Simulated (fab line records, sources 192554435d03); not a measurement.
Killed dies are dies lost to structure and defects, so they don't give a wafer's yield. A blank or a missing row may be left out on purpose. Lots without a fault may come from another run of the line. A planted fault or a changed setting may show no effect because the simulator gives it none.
Which tool did it? | flow n5_finfet | 10 lots, 30 wafers sampled, at 5 steps of a route of 1938

WHAT THE GAUGES READ, wafer by wafer
The record holds no reading of a measuring or inspecting step that can be judged against a usual standard deviation.

WHICH TOOL RAN EACH LOT (tool, then ch and the chambers of the sampled wafers, then the start)
lot  | N5_PASSIVATION_STRIP_14            | N5_PASSIVATION_DESCUM_32           | N5_PASSIVATION_ETCH_59            | N5_PASSIVATION_PASS_ETCH_47        | N5_PASSIVATION_PROBE_49
L952 | rie_diel-02 ch 1,2,3, day 13 04:07 | rie_diel-05 ch 0,1,3, day 13 05:16 | rie_metal-01 ch 0,1, day 13 05:53 | rie_diel-01 ch 1,2, day 13 07:13   | -
L951 | rie_diel-02 ch 1,3, day 13 09:16   | rie_diel-01 ch 0,1, day 13 11:02   | rie_metal-03 ch 0,1, day 13 11:31 | rie_diel-01 ch 0,3, day 13 12:48   | -
L953 | rie_diel-03 ch 0,1,2, day 13 17:37 | rie_diel-06 ch 0,2,3, day 13 18:44 | rie_metal-01 ch 0,1, day 13 19:22 | rie_diel-06 ch 1,3, day 13 20:53   | -
L955 | rie_diel-02 ch 1,2, day 13 20:59   | rie_diel-01 ch 0,1, day 13 22:33   | rie_metal-01 ch 0,1, day 13 23:02 | rie_diel-05 ch 0,1,3, day 14 00:29 | -
L956 | rie_diel-02 ch 2,3, day 13 22:45   | rie_diel-06 ch 0,1, day 14 02:25   | rie_metal-01 ch 0,1, day 14 02:55 | rie_diel-06 ch 0,3, day 14 04:19   | prober-02, day 14 07:24
L961 | rie_diel-02 ch 1,2,3, day 15 07:42 | rie_diel-05 ch 2,3, day 15 09:10   | rie_metal-01 ch 0,1, day 15 09:40 | rie_diel-05 ch 1,2,3, day 15 18:52 | prober-01, day 15 22:53
L962 | rie_diel-04 ch 0,1,3, day 15 20:59 | rie_diel-01 ch 0,1,3, day 15 22:55 | rie_metal-03 ch 1, day 15 23:24   | rie_diel-01 ch 0,1, day 16 00:42   | -
L965 | rie_diel-02 ch 1,2, day 16 21:41   | rie_diel-06 ch 1,2,3, day 16 23:10 | rie_metal-03 ch 0,1, day 16 23:40 | rie_diel-05 ch 0,1,3, day 17 01:09 | -
L967 | rie_diel-02 ch 2,3, day 17 04:42   | rie_diel-05 ch 0,3, day 17 06:03   | rie_metal-02 ch 0,1, day 17 06:34 | rie_diel-06 ch 1,2,3, day 17 07:58 | -
L971 | rie_diel-03 ch 0,2, day 17 20:11   | rie_diel-01 ch 0,1,2, day 17 21:35 | rie_metal-03 ch 0,1, day 17 22:04 | rie_diel-05 ch 0,1, day 17 23:35   | -
- N5_PASSIVATION_STRIP_14: strips in O2.
- N5_PASSIVATION_DESCUM_32: chemistry O2, time 7.9 s.
- N5_PASSIVATION_ETCH_59: etches TaN in Cl2/BCl3, target depth 65 nm, time 34.9 s.
- N5_PASSIVATION_PASS_ETCH_47: etches SiNx in CF4/O2, target depth 770 nm, time 385 s.
- N5_PASSIVATION_PROBE_49

WHAT THE TOOLS THEMSELVES READ (means of the sampled wafers that have a number; where no wafer has one, the mark that the record gives instead)
N5_PASSIVATION_STRIP_14. Usual: drypump_motor_current_A 5.9 A, standard deviation 0.51; oes_product_au 0.76 a.u., standard deviation 0.092; rf_vpp_V 3.7 V, standard deviation 0.96; showerhead_plenum_p_Torr 2.11 Torr, standard deviation 0.08; throttle_valve_pct 16.69 %, standard deviation 0.2.
lot  | tool        | drypump_motor_current_A (A) | oes_product_au (a.u.) | rf_vpp_V (V) | showerhead_plenum_p_Torr (Torr) | throttle_valve_pct (%) | flag
L952 | rie_diel-02 | 6.3                         | 0.79                  | 3.5          | 2.07                            | 16.62                  |
L951 | rie_diel-02 | 6.5                         | 0.84                  | 3.9          | 2.10                            | 16.61                  |
L953 | rie_diel-03 | 5.9                         | 0.77                  | 3.4          | 2.13                            | 16.66                  |
L955 | rie_diel-02 | 6.2                         | 0.71                  | 2.8          | 2.04                            | 16.60                  |
L956 | rie_diel-02 | 6.3                         | 0.77                  | 2.3          | 2.10                            | 16.62                  |
L961 | rie_diel-02 | 6.3                         | 0.76                  | 4.1          | 2.07                            | 16.65                  |
L962 | rie_diel-04 | 6.1                         | 0.77                  | 2.5          | 2.18                            | 16.71                  |
L965 | rie_diel-02 | 6.1                         | 0.70                  | 4.4          | 2.04                            | 16.63                  |
L967 | rie_diel-02 | 6.3                         | 0.75                  | 3.9          | 2.09                            | 16.67                  |
L971 | rie_diel-03 | 5.7                         | 0.88                  | 3.4          | 2.15                            | 16.34                  |

N5_PASSIVATION_DESCUM_32. Usual: drypump_motor_current_A 5.7 A, standard deviation 0.55; oes_product_au 0.81 a.u., standard deviation 0.09; rf_vpp_V 243.2 V, standard deviation 1.3; showerhead_plenum_p_Torr 2.10 Torr, standard deviation 0.059; throttle_valve_pct 20.43 %, standard deviation 0.22.
lot  | tool        | drypump_motor_current_A (A) | oes_product_au (a.u.) | rf_vpp_V (V) | showerhead_plenum_p_Torr (Torr) | throttle_valve_pct (%) | flag
L952 | rie_diel-05 | 6.0                         | 0.82                  | 244.0        | 2.14                            | 20.24                  |
L951 | rie_diel-01 | 5.4                         | 0.81                  | 242.2        | 2.03                            | 20.45                  |
L953 | rie_diel-06 | 5.8                         | 0.81                  | 242.5        | 2.09                            | 20.59                  |
L955 | rie_diel-01 | 5.6                         | 0.83                  | 242.6        | 2.03                            | 20.43                  |
L956 | rie_diel-06 | 5.1                         | 0.74                  | 242.8        | 2.06                            | 20.44                  |
L961 | rie_diel-05 | 5.3                         | 0.89                  | 244.5        | 2.15                            | 20.31                  |
L962 | rie_diel-01 | 5.4                         | 0.85                  | 242.3        | 2.06                            | 20.51                  |
L965 | rie_diel-06 | 5.8                         | 0.75                  | 244.1        | 2.09                            | 20.53                  |
L967 | rie_diel-05 | 6.0                         | 0.80                  | 244.4        | 2.12                            | 20.12                  |
L971 | rie_diel-01 | 5.7                         | 0.82                  | 241.7        | 2.06                            | 20.47                  |

N5_PASSIVATION_ETCH_59. Usual: drypump_motor_current_A 5.6 A, standard deviation 0.41; he_backside_leak_sccm 3.36 sccm, standard deviation 0.27; oes_product_au 0.79 a.u., standard deviation 0.071; throttle_valve_pct 21.08 %, standard deviation 0.13.
lot  | tool         | drypump_motor_current_A (A) | he_backside_leak_sccm (sccm) | oes_product_au (a.u.) | throttle_valve_pct (%) | flag
L952 | rie_metal-01 | 5.3                         | 3.21                         | 0.77                  | 21.21                  |
L951 | rie_metal-03 | 5.7                         | 3.17                         | 0.76                  | 21.11                  |
L953 | rie_metal-01 | 5.2                         | 3.25                         | 0.76                  | 21.22                  |
L955 | rie_metal-01 | 5.2                         | 3.50                         | 0.79                  | 21.13                  |
L956 | rie_metal-01 | 5.3                         | 3.27                         | 0.76                  | 21.22                  |
L961 | rie_metal-01 | 5.3                         | 3.92                         | 0.76                  | 21.20                  |
L962 | rie_metal-03 | 6.2                         | 3.12                         | 0.86                  | 20.92                  |
L965 | rie_metal-03 | 5.7                         | 3.16                         | 0.74                  | 21.11                  |
L967 | rie_metal-02 | 5.4                         | 3.51                         | 0.80                  | 21.00                  |
L971 | rie_metal-03 | 5.7                         | 3.40                         | 0.73                  | 21.11                  |

N5_PASSIVATION_PASS_ETCH_47. Usual: drypump_motor_current_A 5.7 A, standard deviation 0.5; oes_product_au 0.81 a.u., standard deviation 0.084; rf_vpp_V 243 V, standard deviation 3.8; showerhead_plenum_p_Torr 2.21 Torr, standard deviation 0.065; throttle_valve_pct 15.89 %, standard deviation 0.21.
lot  | tool        | drypump_motor_current_A (A) | oes_product_au (a.u.) | rf_vpp_V (V) | showerhead_plenum_p_Torr (Torr) | throttle_valve_pct (%) | flag
L952 | rie_diel-01 | 6.0                         | 0.76                  | 239          | 2.23                            | 15.99                  |
L951 | rie_diel-01 | 5.2                         | 0.75                  | 247          | 2.17                            | 16.10                  |
L953 | rie_diel-06 | 5.6                         | 0.71                  | 240          | 2.19                            | 16.11                  |
L955 | rie_diel-05 | 6.0                         | 0.82                  | 244          | 2.25                            | 15.74                  |
L956 | rie_diel-06 | 5.2                         | 0.76                  | 243          | 2.15                            | 16.05                  |
L961 | rie_diel-05 | 5.5                         | 0.81                  | 247          | 2.28                            | 15.88                  |
L962 | rie_diel-01 | 5.4                         | 0.78                  | 245          | 2.13                            | 15.92                  |
L965 | rie_diel-05 | 6.0                         | 0.79                  | 245          | 2.24                            | 15.79                  |
L967 | rie_diel-06 | 5.8                         | 0.75                  | 241          | 2.20                            | 15.99                  |
L971 | rie_diel-05 | 6.3                         | 0.82                  | 243          | 2.19                            | 15.75                  |

N5_PASSIVATION_PROBE_49. Usual: defect_limited_yield 91.3 %, standard deviation 1.5; killed_at_M0_to_M3 33, standard deviation 12; killed_at_M4_up 13, standard deviation 5.2; killed_at_contacts 13, standard deviation 6.7; killed_at_front_end 40, standard deviation 11; killed_at_other 4.1, standard deviation 2.7; killed_dies 103, standard deviation 17; killed_open 69, standard deviation 13; killed_short 33, standard deviation 8.4; sort_bin_5_function 5.1 %, standard deviation 1; sort_bin_6_memory 3.2 %, standard deviation 0.62; sort_n_pass 1077, standard deviation 17; sort_yield_pct 91.3 %, standard deviation 1.5.
lot  | tool      | defect_limited_yield (%) | killed_at_M0_to_M3 | killed_at_M4_up | killed_at_contacts | killed_at_front_end | killed_at_other | killed_dies | killed_open | killed_short | sort_bin_5_function (%) | sort_bin_6_memory (%) | sort_n_pass | sort_yield_pct (%) | flag
L956 | prober-02 | 81.9                     | 26                 | 11              | 11                 | 50                  | 115.0           | 214         | 67          | 32           | 11.8                    | 4.1                   | 966         | 81.9               | OFF
L961 | prober-01 | 82.9                     | 26                 | 11              | 7                  | 34                  | 122.7           | 201         | 56          | 24           | 11.1                    | 3.9                   | 979         | 82.9               | OFF

THE ANSWER, worked out from the rows above alone
Rule: a lot is off if the mean of its wafers that have a number lies more than 3 standard deviations from the usual mean. A lot without any number at a reading at which 4 lots or more have one is off too. The other lots that the step has rows for count as sound. The gauges are gone through in route order, then the tools' own readings, and for those a lot's mean is taken as printed above. The first step at which some lot is off is used, and at that step the reading that is off furthest; a lot without a number counts as furthest.
Off: L956, L961, at N5_PASSIVATION_PROBE_49 (killed_at_other). Neither off nor sound, because the step has no rows for them: L952, L951, L953, L955, L962, L965, L967, L971.
A tool fits if, at that step or a process step before it, it ran every lot that is off, and no sound lot after the first of them. Can't be told from this: 2 tools fit, rie_diel-02 at N5_PASSIVATION_STRIP_14, rie_metal-01 at N5_PASSIVATION_ETCH_59.

WHAT THE SIMULATOR HAD PUT IN
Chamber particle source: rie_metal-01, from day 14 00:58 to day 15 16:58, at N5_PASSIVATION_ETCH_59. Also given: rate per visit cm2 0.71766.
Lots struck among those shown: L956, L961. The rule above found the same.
